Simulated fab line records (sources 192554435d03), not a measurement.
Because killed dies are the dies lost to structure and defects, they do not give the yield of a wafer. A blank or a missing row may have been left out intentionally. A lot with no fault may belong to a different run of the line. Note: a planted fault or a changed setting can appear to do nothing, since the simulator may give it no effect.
Struck lot and sound lot, side by side	flow n5-finfet	14 steps out of a route of 1938
Sound: these wafers, L272.1, L272.4, L272.5. Struck: wafer L282.1 (left out: L282.3, L282.5 of the same lot, which were not struck); the cause appears at the end.
Order at every step that has rows: each side's tool, ch and its chambers, its first start. Under that, the readings that differ: sound wafers	struck wafers	difference of the means	sigmas: that difference in standard deviations of wafers without a fault.
alike: readings whose means differ by less than 2 such deviations, and words and numbers that are the same on both sides. not compared: withheld readings, readings that some wafer has no value for, bounds like >300 that may hide the same value, and numbers for which the record gives no deviation and whose values overlap.
Wherever a step has rows on one side only, a row that says differs or no value, or a row with sigmas, the two part there. Numbers that don't overlap but have no deviation are shown without sigmas and don't part them. A reading missing from all wafers of one side parts the sides only when that side holds two or more wafers.

first, 1 step without rows for these wafers: N5_BEOL_M15_PRE_CLEAN_52 (time 15 s).
N5_BEOL_M15_DEP_53: deposits SiCN from 3MS/NH3, target thk 50 nm, time 17.8 s.
  sound on pecvd-03 ch 1,2, day 13 10:36; struck on pecvd-01 ch 1, day 16 08:33
reading	sound	struck	difference	sigmas
rf-fwd-power-W (W)	669 666 666	659	-8	-2
  alike: showerhead-plenum-p-Torr, throttle-valve-pct
N5_BEOL_M15_RS_MEAS_54: uses a four-point probe to measure.
  struck on film-metro-01, day 16 08:37; sound on film-metro-02, day 13 10:40
  alike: M15_RS
N5_BEOL_M15_INSPECT_55: inspects for defects (darkfield).
  struck on defect-inspect-02, day 16 08:38; sound on defect-inspect-01, day 13 10:42
  alike: raw-defect-count
N5_BEOL_M15_RC_MEAS_101:
  sound on prober-02 ch 0, day 13 10:43; struck on prober-01 ch 0, day 16 08:40
reading	sound	struck	difference	sigmas
SERP_M6 (ohm/um)	14.3 14.1 14.8	13.4	-1.0	-2
  alike: COMB_M10, COMB_M11, COMB_M12, COMB_M13, COMB_M14, COMB_M15, COMB_M5, COMB_M6, COMB_M7, COMB_M8, COMB_M9, SERP_M10, SERP_M11, SERP_M12, SERP_M13, SERP_M13_max_site, SERP_M14, SERP_M5, SERP_M7, SERP_M8, SERP_M9
N5_PASSIVATION_PECVD_00: deposits SiO2 from SiH4/N2O, target thk 200 nm, time 11.2 s.
  sound on pecvd-02 ch 1,2, day 13 11:41; struck on pecvd-03 ch 1, day 16 09:38
  alike: heater-power-w, rf-fwd-power-W, showerhead-plenum-p-Torr, susceptor-temp-C, throttle-valve-pct
then, 3 steps without rows for these wafers: N5_MIM_BOT_DEGAS_01 (time 60 s); N5_MIM_BOT_SPUTTER_00 (material TiN, target thk 35 nm, time 89.7 s); N5_MIM_TOP_ALD_00 (deposits Al2O3, purge time 3 s, co reactant pulse time 3 s).
N5_MIM_TOP_ALD_01: deposits HfO2, target thk 5.6 nm, pulse time 1 s, purge time 3 s.
  sound: ald-hk-01 ch 0,2,3; struck: ald-hk-01 ch 0
  alike: precursor-pulse-height-rel
N5_MIM_TOP_ALD_02: deposits Al2O3, purge time 3 s, co reactant pulse time 3 s.
  sound: ald-hk-01 ch 0,2,3; struck: ald-hk-01 ch 0
  alike: precursor-pulse-height-rel
N5_MIM_TOP_DEGAS_04: time 60 s.
  struck on pvd-sputter-01, day 16 12:44; sound on pvd-sputter-03, day 13 13:56
reading	sound	struck	difference	sigmas
susceptor-temp-C (C)	299.96 299.98 299.94	300.37	+0.41	+2
  alike: heater-power-w
N5_MIM_TOP_SPUTTER_03: material TiN, target thk 35 nm, time 89.7 s.
  struck on pvd-sputter-01, day 16 12:46; sound on pvd-sputter-03, day 13 13:58
reading	sound	struck	difference	sigmas
model.TiN_of_MIM_TOP_SPUTTER_03.thk-nm (nm)	35.2 35.2 35.2	28.4	-6.8	
  alike: throttle-valve-pct
  not compared: susceptor-temp-C
then, 1 step without rows for these wafers: N5_MIM_TOP_LITHO_HMDS_01 (time 60 s).

== WHERE THEY PART ==
At N5_BEOL_M15_DEP_53 first; at N5_MIM_TOP_DEGAS_04 last (within this record only). Later steps at which nothing parts them and some readings are alike: N5_MIM_TOP_SPUTTER_03.

WHY: what had been put in by the simulator
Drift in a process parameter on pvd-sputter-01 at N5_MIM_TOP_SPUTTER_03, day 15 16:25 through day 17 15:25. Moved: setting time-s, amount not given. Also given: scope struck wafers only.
